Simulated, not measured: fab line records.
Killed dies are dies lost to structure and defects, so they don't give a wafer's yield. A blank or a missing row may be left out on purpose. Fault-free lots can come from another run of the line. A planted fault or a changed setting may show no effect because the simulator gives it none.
Chamber matching ; flow nandHarc ; NHARC_A_CHANNEL_FILL_D2_CMP_10 on cmp-01: 4 sister chambers
The step polishes, target thk 150 nm. 4 wafers are shown with their chamber, then 10 later ones without.

WAFERS WITH THEIR CHAMBER
wafer;chamber;motorCurrentA (A)
L086.1;0;11.8
L086.3;2;11.4
L089.1;1;12.5
L089.3;3;14.8

WAFERS WITHOUT THEIR CHAMBER
wafer;motorCurrentA (A)
L089.5;12.5
L088.2;11.4
L088.3;12.8
L088.5;15.2
L093.2;11.5
L093.3;12.3
L093.6;12.6
L093.1;11.0
L093.4;15.1
L093.5;13.2

WHICH CHAMBER EACH WENT THROUGH
wafer;from the rows above;in truth
L089.5;1;1
L088.2;can't be placed: 2 or 0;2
L088.3;1;1
L088.5;3;3
L093.2;can't be placed: 2 or 0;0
L093.3;can't be placed: 1 or 0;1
L093.6;1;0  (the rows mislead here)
L093.1;can't be placed: 2 or 0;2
L093.4;3;3
L093.5;1;1
Correctly placed: 5 of 10. From these rows, 4 cannot be placed; in 4 the true chamber is one of the candidates. 1 placed wrongly.
How it was worked out, from the rows above alone: a wafer's distance from a chamber is the root of the sum, over the readings, of the square of ((its reading less the chamber's mean) divided by the reading's scatter). If the next closest chamber is less than 2 further off than the closest, the wafer can't be placed; otherwise it belongs to the closest. Each chamber's mean is taken over the wafers shown for it. The scatter (one wafer shown for each chamber): square how far every hidden wafer sits from the nearest shown wafer, average those squares and take the square root.
